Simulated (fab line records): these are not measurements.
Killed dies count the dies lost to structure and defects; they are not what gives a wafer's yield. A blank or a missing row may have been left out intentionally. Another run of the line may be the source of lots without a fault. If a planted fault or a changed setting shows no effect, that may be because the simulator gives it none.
Which tool did it? :: flow n5-finfet :: 27 wafers from 9 lots sampled at 5 of the route's 1938 steps

== WHAT EACH GAUGE READ, for each wafer ==
N5_BEOL_M2_OVL_MEAS_12. Usual: for M2_OVL the level is -0.2 nm and the standard deviation is 0.6.
lot: L261
measured: day 7 11:05
on: overlay-01
M2_OVL (nm): -1.2 -0.9 -0.8
flag: 

lot: L264
measured: day 8 05:40
on: overlay-01
M2_OVL (nm): -0.1 -0.4 -0.4
flag: 

lot: L265
measured: day 8 12:22
on: overlay-02
M2_OVL (nm): -0.3 -0.3 -0.7
flag: 

lot: L267
measured: day 8 18:56
on: overlay-02
M2_OVL (nm): -1.1 -0.8 -0.5
flag: 

lot: L269
measured: day 10 05:48
on: overlay-01
M2_OVL (nm): 0.3 -0.6 -0.4
flag: 

lot: L274
measured: day 10 10:14
on: overlay-02
M2_OVL (nm): 0.5 1.1 0.3
flag: 

lot: L279
measured: day 11 16:00
on: overlay-01
M2_OVL (nm): 0.3 -1.0 -0.2
flag: 

lot: L278
measured: day 11 16:10
on: overlay-02
M2_OVL (nm): -0.2 0.2 -0.9
flag: 

lot: L281
measured: day 12 22:40
on: overlay-01
M2_OVL (nm): 0.2 0.0 0.1
flag: 

N5_BEOL_M4_RC_MEAS_101. Usual: DIBL_N 36.5 mV/V, standard deviation 2; DIBL_P 36.5 mV/V, standard deviation 2.3; IOFF_N 0.16 nA/um, standard deviation 0.036; IOFF_P 0.21 nA/um, standard deviation 0.037; ION_N 672 uA/um, standard deviation 12; ION_P 459 uA/um, standard deviation 7.1; SS_N 71.6 mV/dec, standard deviation 0.73; SS_P 73.4 mV/dec, standard deviation 0.76; VT_N 250 mV, standard deviation 3.3; VT_P -250.5 mV, standard deviation 2.9.
lot: L261
measured: day 8 21:33
on: prober-02
DIBL_N (mV/V): 36.7 34.8 35.7
DIBL_P (mV/V): 36.7 35.0 36.1
IOFF_N (nA/um): 0.18 0.14 0.16
IOFF_P (nA/um): 0.21 0.19 0.20
ION_N (uA/um): 680 679 670
ION_P (uA/um): 458 463 464
SS_N (mV/dec): 71.9 71.4 71.3
SS_P (mV/dec): 73.9 73.4 73.5
VT_N (mV): 246 251 249
VT_P (mV): -251.4 -252.9 -251.7
flag: 

lot: L264
measured: day 9 09:58
on: prober-02
DIBL_N (mV/V): 37.3 36.1 35.4
DIBL_P (mV/V): 35.9 35.1 33.9
IOFF_N (nA/um): 0.20 0.18 0.17
IOFF_P (nA/um): 0.24 0.24 0.21
ION_N (uA/um): 665 679 689
ION_P (uA/um): 450 467 470
SS_N (mV/dec): 71.8 71.3 71.3
SS_P (mV/dec): 73.2 73.1 73.8
VT_N (mV): 244 249 246
VT_P (mV): -250.3 -250.9 -248.8
flag: 

lot: L265
measured: day 10 07:19
on: prober-01
DIBL_N (mV/V): 36.5 38.1 37.2
DIBL_P (mV/V): 35.9 39.1 37.3
IOFF_N (nA/um): 0.14 0.18 0.16
IOFF_P (nA/um): 0.19 0.24 0.21
ION_N (uA/um): 661 683 671
ION_P (uA/um): 453 469 459
SS_N (mV/dec): 72.5 72.6 72.4
SS_P (mV/dec): 72.6 73.7 73.2
VT_N (mV): 251 249 249
VT_P (mV): -252.4 -247.1 -249.2
flag: 

lot: L267
measured: day 10 13:35
on: prober-02
DIBL_N (mV/V): 37.6 36.0 33.6
DIBL_P (mV/V): 38.5 36.5 33.9
IOFF_N (nA/um): 0.18 0.15 0.11
IOFF_P (nA/um): 0.23 0.19 0.16
ION_N (uA/um): 675 680 664
ION_P (uA/um): 461 461 451
SS_N (mV/dec): 72.6 71.7 70.6
SS_P (mV/dec): 74.5 73.3 72.6
VT_N (mV): 248 249 255
VT_P (mV): -248.7 -250.3 -253.8
flag: 

lot: L269
measured: day 11 20:26
on: prober-02
DIBL_N (mV/V): 36.6 37.1 34.2
DIBL_P (mV/V): 37.2 38.2 34.3
IOFF_N (nA/um): 0.17 0.18 0.12
IOFF_P (nA/um): 0.23 0.26 0.18
ION_N (uA/um): 676 684 663
ION_P (uA/um): 463 472 460
SS_N (mV/dec): 71.1 71.7 70.6
SS_P (mV/dec): 73.9 74.3 72.4
VT_N (mV): 250 246 255
VT_P (mV): -246.2 -246.0 -249.6
flag: 

lot: L274
measured: day 11 22:42
on: prober-02
DIBL_N (mV/V): 37.0 37.3 39.1
DIBL_P (mV/V): 35.9 34.9 38.0
IOFF_N (nA/um): 0.15 0.14 0.19
IOFF_P (nA/um): 0.20 0.19 0.25
ION_N (uA/um): 671 645 681
ION_P (uA/um): 459 444 464
SS_N (mV/dec): 72.1 71.8 71.4
SS_P (mV/dec): 73.0 72.9 73.8
VT_N (mV): 251 253 249
VT_P (mV): -251.3 -251.0 -246.2
flag: 

lot: L279
measured: day 13 09:34
on: prober-01
DIBL_N (mV/V): 39.5 36.8 34.2
DIBL_P (mV/V): 41.0 37.8 34.2
IOFF_N (nA/um): 0.23 0.18 0.12
IOFF_P (nA/um): 0.29 0.24 0.17
ION_N (uA/um): 697 688 664
ION_P (uA/um): 475 464 459
SS_N (mV/dec): 71.6 71.4 71.0
SS_P (mV/dec): 74.7 73.5 72.8
VT_N (mV): 243 246 254
VT_P (mV): -246.4 -246.8 -250.7
flag: 

lot: L278
measured: day 13 10:04
on: prober-02
DIBL_N (mV/V): 36.7 38.1 38.2
DIBL_P (mV/V): 36.8 38.8 38.9
IOFF_N (nA/um): 0.15 0.17 0.17
IOFF_P (nA/um): 0.20 0.22 0.23
ION_N (uA/um): 670 671 678
ION_P (uA/um): 454 458 458
SS_N (mV/dec): 71.4 71.5 72.2
SS_P (mV/dec): 73.5 73.9 73.0
VT_N (mV): 253 248 249
VT_P (mV): -255.1 -251.8 -251.8
flag: 

lot: L281
measured: day 14 20:04
on: prober-01
DIBL_N (mV/V): 38.1 39.1 38.8
DIBL_P (mV/V): 40.2 40.6 41.3
IOFF_N (nA/um): 0.19 0.22 0.21
IOFF_P (nA/um): 0.21 0.23 0.23
ION_N (uA/um): 671 682 675
ION_P (uA/um): 457 457 456
SS_N (mV/dec): 71.6 72.8 72.4
SS_P (mV/dec): 75.2 74.2 74.7
VT_N (mV): 249 246 248
VT_P (mV): -250.8 -251.5 -248.9
flag: 

== TOOL THAT RAN EACH LOT (tool first, then ch and the chambers of the sampled wafers, then the start) ==
lot: L261
N5_BEOL_M2_STRIP_66: rie-diel-01 ch 1,2,3, day 7 11:40
N5_BEOL_M2_ETCH_77: rie-diel-05 ch 0,2, day 7 12:28
N5_BEOL_M2_STRIP_36: rie-diel-06 ch 0,1,2, day 7 16:54

lot: L264
N5_BEOL_M2_STRIP_66: rie-diel-01 ch 1,2,3, day 8 05:58
N5_BEOL_M2_ETCH_77: rie-diel-05 ch 0,3, day 8 06:47
N5_BEOL_M2_STRIP_36: rie-diel-05 ch 1,3, day 8 07:53

lot: L265
N5_BEOL_M2_STRIP_66: rie-diel-01 ch 0,3, day 8 12:55
N5_BEOL_M2_ETCH_77: rie-diel-05 ch 0,1,3, day 8 14:05
N5_BEOL_M2_STRIP_36: rie-diel-05 ch 1,2, day 8 17:11

lot: L267
N5_BEOL_M2_STRIP_66: rie-diel-06 ch 2,3, day 8 19:23
N5_BEOL_M2_ETCH_77: rie-diel-05 ch 0,1, day 8 20:17
N5_BEOL_M2_STRIP_36: rie-diel-01 ch 0,1, day 8 22:37

lot: L269
N5_BEOL_M2_STRIP_66: rie-diel-01 ch 0,1,2, day 10 06:08
N5_BEOL_M2_ETCH_77: rie-diel-06 ch 2,3, day 10 07:03
N5_BEOL_M2_STRIP_36: rie-diel-01 ch 2,3, day 10 09:50

lot: L274
N5_BEOL_M2_STRIP_66: rie-diel-05 ch 1,2,3, day 10 10:39
N5_BEOL_M2_ETCH_77: rie-diel-01 ch 0,2,3, day 10 11:30
N5_BEOL_M2_STRIP_36: rie-diel-05 ch 0,2,3, day 10 12:24

lot: L279
N5_BEOL_M2_STRIP_66: rie-diel-06 ch 2,3, day 11 16:18
N5_BEOL_M2_ETCH_77: rie-diel-01 ch 0,2,3, day 11 17:01
N5_BEOL_M2_STRIP_36: rie-diel-01 ch 0,2,3, day 11 18:51

lot: L278
N5_BEOL_M2_STRIP_66: rie-diel-05 ch 0,1,3, day 11 16:28
N5_BEOL_M2_ETCH_77: rie-diel-05 ch 0,1,3, day 11 17:10
N5_BEOL_M2_STRIP_36: rie-diel-01 ch 0,1, day 11 21:26

lot: L281
N5_BEOL_M2_STRIP_66: rie-diel-01 ch 0,1,2, day 13 00:41
N5_BEOL_M2_ETCH_77: rie-diel-05 ch 0,3, day 13 01:38
N5_BEOL_M2_STRIP_36: rie-diel-01 ch 2,3, day 13 07:56
- N5_BEOL_M2_STRIP_66: strips in CF4.
- N5_BEOL_M2_ETCH_77: etches underlayer in N2/H2, target depth 6.5 nm, time 5.2 s.
- N5_BEOL_M2_STRIP_36: strips in N2/H2.

== AS READ BY THE TOOLS THEMSELVES (means over the sampled wafers that have a number; for cases with no such wafer, the mark the record gives instead) ==
N5_BEOL_M2_STRIP_66. Usual: bias-power-w 74.98 W, standard deviation 0.23; drypump-motor-current-A 5.8 A, standard deviation 0.63; oes-product-au 0.75 a.u., standard deviation 0.07; rf-vpp-V 270.7 V, standard deviation 1.4; showerhead-plenum-p-Torr 1.78 Torr, standard deviation 0.054; throttle-valve-pct 13.62 %, standard deviation 0.23.
lot: L261
tool: rie-diel-01
bias-power-w (W): 74.75
drypump-motor-current-A (A): 6.0
oes-product-au (a.u.): 0.72
rf-vpp-V (V): 271.1
showerhead-plenum-p-Torr (Torr): 1.81
throttle-valve-pct (%): 13.71
flag: 

lot: L264
tool: rie-diel-01
bias-power-w (W): 75.19
drypump-motor-current-A (A): 6.0
oes-product-au (a.u.): 0.72
rf-vpp-V (V): 270.6
showerhead-plenum-p-Torr (Torr): 1.80
throttle-valve-pct (%): 13.73
flag: 

lot: L265
tool: rie-diel-01
bias-power-w (W): 75.18
drypump-motor-current-A (A): 6.0
oes-product-au (a.u.): 0.78
rf-vpp-V (V): 272.2
showerhead-plenum-p-Torr (Torr): 1.85
throttle-valve-pct (%): 13.51
flag: 

lot: L267
tool: rie-diel-06
bias-power-w (W): 75.09
drypump-motor-current-A (A): 5.0
oes-product-au (a.u.): 0.78
rf-vpp-V (V): 269.6
showerhead-plenum-p-Torr (Torr): 1.73
throttle-valve-pct (%): 13.38
flag: 

lot: L269
tool: rie-diel-01
bias-power-w (W): 75.11
drypump-motor-current-A (A): 6.0
oes-product-au (a.u.): 0.79
rf-vpp-V (V): 270.5
showerhead-plenum-p-Torr (Torr): 1.82
throttle-valve-pct (%): 13.53
flag: 

lot: L274
tool: rie-diel-05
bias-power-w (W): 74.97
drypump-motor-current-A (A): 6.1
oes-product-au (a.u.): 0.76
rf-vpp-V (V): 270.9
showerhead-plenum-p-Torr (Torr): 1.75
throttle-valve-pct (%): 13.67
flag: 

lot: L279
tool: rie-diel-06
bias-power-w (W): 75.25
drypump-motor-current-A (A): 5.0
oes-product-au (a.u.): 0.76
rf-vpp-V (V): 269.1
showerhead-plenum-p-Torr (Torr): 1.72
throttle-valve-pct (%): 13.45
flag: 

lot: L278
tool: rie-diel-05
bias-power-w (W): 74.83
drypump-motor-current-A (A): 6.0
oes-product-au (a.u.): 0.71
rf-vpp-V (V): 270.9
showerhead-plenum-p-Torr (Torr): 1.76
throttle-valve-pct (%): 13.78
flag: 

lot: L281
tool: rie-diel-01
bias-power-w (W): 75.06
drypump-motor-current-A (A): 6.1
oes-product-au (a.u.): 0.77
rf-vpp-V (V): 271.8
showerhead-plenum-p-Torr (Torr): 1.82
throttle-valve-pct (%): 13.58
flag: 

N5_BEOL_M2_ETCH_77. Usual: drypump-motor-current-A 5.8 A, standard deviation 0.64; etch-rf-on-time-s 5.23 s, standard deviation 0.13; oes-product-au 0.67 a.u., standard deviation 0.078; rf-vpp-V 523.0 V, standard deviation 2.5; showerhead-plenum-p-Torr 2.52 Torr, standard deviation 0.087; throttle-valve-pct 17.87 %, standard deviation 0.2.
lot: L261
tool: rie-diel-05
drypump-motor-current-A (A): 5.5
etch-rf-on-time-s (s): 5.22
oes-product-au (a.u.): 0.64
rf-vpp-V (V): 524.4
showerhead-plenum-p-Torr (Torr): 2.57
throttle-valve-pct (%): 17.81
flag: 

lot: L264
tool: rie-diel-05
drypump-motor-current-A (A): 5.7
etch-rf-on-time-s (s): 7.28
oes-product-au (a.u.): 0.50
rf-vpp-V (V): 523.7
showerhead-plenum-p-Torr (Torr): 2.56
throttle-valve-pct (%): 18.02
flag: OFF

lot: L265
tool: rie-diel-05
drypump-motor-current-A (A): 6.0
etch-rf-on-time-s (s): 7.09
oes-product-au (a.u.): 0.54
rf-vpp-V (V): 523.1
showerhead-plenum-p-Torr (Torr): 2.51
throttle-valve-pct (%): 18.01
flag: OFF

lot: L267
tool: rie-diel-05
drypump-motor-current-A (A): 5.5
etch-rf-on-time-s (s): 7.12
oes-product-au (a.u.): 0.53
rf-vpp-V (V): 523.9
showerhead-plenum-p-Torr (Torr): 2.58
throttle-valve-pct (%): 17.99
flag: OFF

lot: L269
tool: rie-diel-06
drypump-motor-current-A (A): 5.0
etch-rf-on-time-s (s): 5.18
oes-product-au (a.u.): 0.67
rf-vpp-V (V): 520.4
showerhead-plenum-p-Torr (Torr): 2.46
throttle-valve-pct (%): 17.81
flag: 

lot: L274
tool: rie-diel-01
drypump-motor-current-A (A): 6.3
etch-rf-on-time-s (s): 5.11
oes-product-au (a.u.): 0.76
rf-vpp-V (V): 525.4
showerhead-plenum-p-Torr (Torr): 2.62
throttle-valve-pct (%): 17.62
flag: 

lot: L279
tool: rie-diel-01
drypump-motor-current-A (A): 6.3
etch-rf-on-time-s (s): 5.10
oes-product-au (a.u.): 0.74
rf-vpp-V (V): 526.3
showerhead-plenum-p-Torr (Torr): 2.61
throttle-valve-pct (%): 17.63
flag: 

lot: L278
tool: rie-diel-05
drypump-motor-current-A (A): 6.0
etch-rf-on-time-s (s): 5.21
oes-product-au (a.u.): 0.62
rf-vpp-V (V): 523.0
showerhead-plenum-p-Torr (Torr): 2.50
throttle-valve-pct (%): 18.09
flag: 

lot: L281
tool: rie-diel-05
drypump-motor-current-A (A): 6.2
etch-rf-on-time-s (s): 5.22
oes-product-au (a.u.): 0.67
rf-vpp-V (V): 522.1
showerhead-plenum-p-Torr (Torr): 2.46
throttle-valve-pct (%): 17.96
flag: 

N5_BEOL_M2_STRIP_36. Usual: bias-power-w 7.002 W, standard deviation 0.02; drypump-motor-current-A 5.9 A, standard deviation 0.61; oes-product-au 0.79 a.u., standard deviation 0.094; rf-vpp-V 59.1 V, standard deviation 1.4; showerhead-plenum-p-Torr 2.53 Torr, standard deviation 0.087; throttle-valve-pct 23.65 %, standard deviation 0.23.
lot: L261
tool: rie-diel-06
bias-power-w (W): 6.992
drypump-motor-current-A (A): 5.8
oes-product-au (a.u.): 0.75
rf-vpp-V (V): 58.7
showerhead-plenum-p-Torr (Torr): 2.51
throttle-valve-pct (%): 23.64
flag: 

lot: L264
tool: rie-diel-05
bias-power-w (W): 6.982
drypump-motor-current-A (A): 6.2
oes-product-au (a.u.): 0.80
rf-vpp-V (V): 59.4
showerhead-plenum-p-Torr (Torr): 2.46
throttle-valve-pct (%): 23.95
flag: 

lot: L265
tool: rie-diel-05
bias-power-w (W): 6.987
drypump-motor-current-A (A): 5.7
oes-product-au (a.u.): 0.79
rf-vpp-V (V): 58.5
showerhead-plenum-p-Torr (Torr): 2.51
throttle-valve-pct (%): 23.65
flag: 

lot: L267
tool: rie-diel-01
bias-power-w (W): 7.009
drypump-motor-current-A (A): 5.6
oes-product-au (a.u.): 0.81
rf-vpp-V (V): 58.5
showerhead-plenum-p-Torr (Torr): 2.59
throttle-valve-pct (%): 23.70
flag: 

lot: L269
tool: rie-diel-01
bias-power-w (W): 7.005
drypump-motor-current-A (A): 6.2
oes-product-au (a.u.): 0.92
rf-vpp-V (V): 59.2
showerhead-plenum-p-Torr (Torr): 2.57
throttle-valve-pct (%): 23.28
flag: 

lot: L274
tool: rie-diel-05
bias-power-w (W): 7.024
drypump-motor-current-A (A): 5.8
oes-product-au (a.u.): 0.73
rf-vpp-V (V): 58.8
showerhead-plenum-p-Torr (Torr): 2.51
throttle-valve-pct (%): 23.77
flag: 

lot: L279
tool: rie-diel-01
bias-power-w (W): 6.969
drypump-motor-current-A (A): 6.3
oes-product-au (a.u.): 0.87
rf-vpp-V (V): 59.8
showerhead-plenum-p-Torr (Torr): 2.61
throttle-valve-pct (%): 23.43
flag: 

lot: L278
tool: rie-diel-01
bias-power-w (W): 7.008
drypump-motor-current-A (A): 5.5
oes-product-au (a.u.): 0.77
rf-vpp-V (V): 61.3
showerhead-plenum-p-Torr (Torr): 2.58
throttle-valve-pct (%): 23.74
flag: 

lot: L281
tool: rie-diel-01
bias-power-w (W): 7.016
drypump-motor-current-A (A): 6.2
oes-product-au (a.u.): 0.85
rf-vpp-V (V): 58.3
showerhead-plenum-p-Torr (Torr): 2.56
throttle-valve-pct (%): 23.31
flag: 

== THE ANSWER, worked out from the rows above alone ==
Rule: lot off if the mean of its wafers having a number is beyond 3 standard deviations from the usual mean. Also off: a lot with no number at a reading for which 4 or more lots have one. All remaining lots with rows at the step are treated as sound. The gauges are gone through in route order, then the tools' own readings, and for those a lot's mean is taken as printed above. The first step at which some lot is off is used, and at that step the reading that is off furthest; a lot without a number counts as furthest.
Off, at N5_BEOL_M2_ETCH_77 on etch-rf-on-time-s: L264, L265, L267.
A tool fits if, at that step or a process step before it, it ran every lot that is off, and no sound lot after the first of them. No candidate that was tried fits.

== WHAT THE SIMULATOR HAD PUT IN ==
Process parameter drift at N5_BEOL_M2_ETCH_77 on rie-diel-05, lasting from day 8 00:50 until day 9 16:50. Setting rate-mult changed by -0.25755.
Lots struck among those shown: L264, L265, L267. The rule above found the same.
